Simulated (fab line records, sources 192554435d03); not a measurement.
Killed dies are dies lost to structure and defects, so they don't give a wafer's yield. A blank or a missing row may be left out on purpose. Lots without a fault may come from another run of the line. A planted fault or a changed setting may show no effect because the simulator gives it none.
Split-lot experiment | flow n5_finfet | 7 lots, 39 wafers read, on a route of 1938 steps

THE SPLIT
At N5_MOL_CONTACT_COAG_VIA_ETCH_46 (etches SiO2 in C4F6/O2, target depth 46 nm, overetch 9.2 nm, time 40 s), the setting target_depth_a was moved away from the recipe's 460 angstrom on 9 of the 39 wafers read, by +46.7% to +60.0%. The other wafers ran this setting at the recipe's value.

The reading is taken at the split's own step.

THE READING
SOC_of_MOL_CONTACT_COAG_COAT_75.thk_nm (the simulator's own value, which no gauge read), in nm, at N5_MOL_CONTACT_COAG_VIA_ETCH_46 (etches SiO2 in C4F6/O2, target depth 46 nm, overetch 9.2 nm, time 40 s). The file gives no usual value for it. The 30 wafers here that ran the recipe average 50.8 nm, standard deviation 0.19 nm.

wafer  | tool, chamber at the split | target_depth_a as run, angstrom | against the recipe | SOC_of_MOL_CONTACT_COAG_COAT_75.thk_nm, nm | against lot-mates on the recipe
L076.1 | rie_diel-02, 2,0,1         | 460                             | recipe             | 50.6                                       | -
L076.3 | rie_diel-02, 2,0,1         | 460                             | recipe             | 50.6                                       | -
L076.4 | rie_diel-02, 2,0,1         | 460                             | recipe             | 50.6                                       | -
L081.1 | rie_diel-02, 3,2,1         | 460                             | recipe             | 50.8                                       | -
L081.4 | rie_diel-02, 3,2,1         | 460                             | recipe             | 50.8                                       | -
L081.5 | rie_diel-02, 3,2,1         | 460                             | recipe             | 50.8                                       | -
L081.2 | rie_diel-02, 1             | 735.9                           | +60.0%             | 47.2                                       | -3.6
L081.3 | rie_diel-02, 0             | 735.9                           | +60.0%             | 47.4                                       | -3.4
L081.6 | rie_diel-02, 0             | 735.9                           | +60.0%             | 47.4                                       | -3.4
L084.1 | rie_diel-06, 2,3,3         | 460                             | recipe             | 50.8                                       | -
L084.3 | rie_diel-06, 2,3,3         | 460                             | recipe             | 50.8                                       | -
L084.4 | rie_diel-06, 2,3,3         | 460                             | recipe             | 50.8                                       | -
L084.2 | rie_diel-06, 0,2,0         | 460                             | recipe             | 50.6                                       | -
L084.5 | rie_diel-06, 0,2,0         | 460                             | recipe             | 50.6                                       | -
L084.6 | rie_diel-06, 0,2,0         | 460                             | recipe             | 50.6                                       | -
L086.1 | rie_diel-04, 1,0,1         | 460                             | recipe             | 50.6                                       | -
L086.4 | rie_diel-04, 1,0,1         | 460                             | recipe             | 50.6                                       | -
L086.5 | rie_diel-04, 1,0,1         | 460                             | recipe             | 50.6                                       | -
L086.2 | rie_diel-04, 2,3           | 460                             | recipe             | 50.8                                       | -
L086.3 | rie_diel-04, 2,3           | 460                             | recipe             | 50.8                                       | -
L086.6 | rie_diel-04, 2             | 460                             | recipe             | 51                                         | -
L087.1 | rie_diel-02, 2             | 674.7                           | +46.7%             | 48.2                                       | -2.3
L087.6 | rie_diel-02, 2             | 674.7                           | +46.7%             | 48.2                                       | -2.3
L087.2 | rie_diel-02, 0             | 460                             | recipe             | 50.6                                       | -
L087.4 | rie_diel-02, 0             | 460                             | recipe             | 50.6                                       | -
L087.3 | rie_diel-02, 3             | 460                             | recipe             | 50.4                                       | -
L087.5 | rie_diel-02, 3             | 674.7                           | +46.7%             | 47.8                                       | -2.7
L090.1 | rie_diel-06, 0,3           | 460                             | recipe             | 51                                         | -
L090.2 | rie_diel-06, 0,3           | 460                             | recipe             | 51                                         | -
L090.3 | rie_diel-06, 2             | 699.2                           | +52.0%             | 47.8                                       | -3.1
L090.4 | rie_diel-06, 3,2           | 699.2                           | +52.0%             | 48                                         | -2.9
L090.5 | rie_diel-06, 3,2           | 699.2                           | +52.0%             | 48                                         | -2.9
L090.6 | rie_diel-06, 0             | 460                             | recipe             | 50.8                                       | -
L096.1 | rie_diel-06, 0             | 460                             | recipe             | 50.6                                       | -
L096.4 | rie_diel-06, 0             | 460                             | recipe             | 50.6                                       | -
L096.2 | rie_diel-06, 2             | 460                             | recipe             | 51                                         | -
L096.3 | rie_diel-06, 1             | 460                             | recipe             | 51.2                                       | -
L096.5 | rie_diel-06, 1             | 460                             | recipe             | 51.2                                       | -
L096.6 | rie_diel-06, 2             | 460                             | recipe             | 50.8                                       | -
Where a row lists several chambers, the file gives one row for several wafers and doesn't say which wafer went through which chamber.

THE FIT
A straight line over all 39 wafers: SOC_of_MOL_CONTACT_COAG_COAT_75.thk_nm changes by -0.0563 nm for each +1% of target_depth_a; r = -0.99; the points scatter about the line by 0.19 nm.
The same after taking each lot's own level away (the mean of its wafers on the recipe; 39 wafers): -0.0565 nm for each +1%; r = -0.99; scatter 0.16 nm.
On that fit, the largest move of target_depth_a shifts the reading by 3.4 nm.
The lots' own levels span 50.53 to 50.93 nm, that is 2.1 times the standard deviation above.
So the lot-to-lot level changes the slope little: the two slopes agree.
Check: with one of the wafers moved furthest among these (+60.0%) left out of the fit, the line predicts -3.35 nm for it against its lot-mates. It came out at -3.6 nm against them.

OTHER SPLITS ON THESE WAFERS
These wafers also went through other splits before the reading. Each is held against what the fit with the lots' levels taken away leaves over:
other split on the same wafers | wafers away from the commonest value | r with SOC_of_MOL_CONTACT_COAG_COAT_75.thk_nm (lot level and that fit taken away)
N5_SDB_ETCH_25 time_s          | 15                                   | -0.31

THE FILE'S OWN FIT
SOC_of_MOL_CONTACT_COAG_COAT_75.thk_nm changes by -0.0565 nm for each +1% of target_depth_a, r = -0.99.
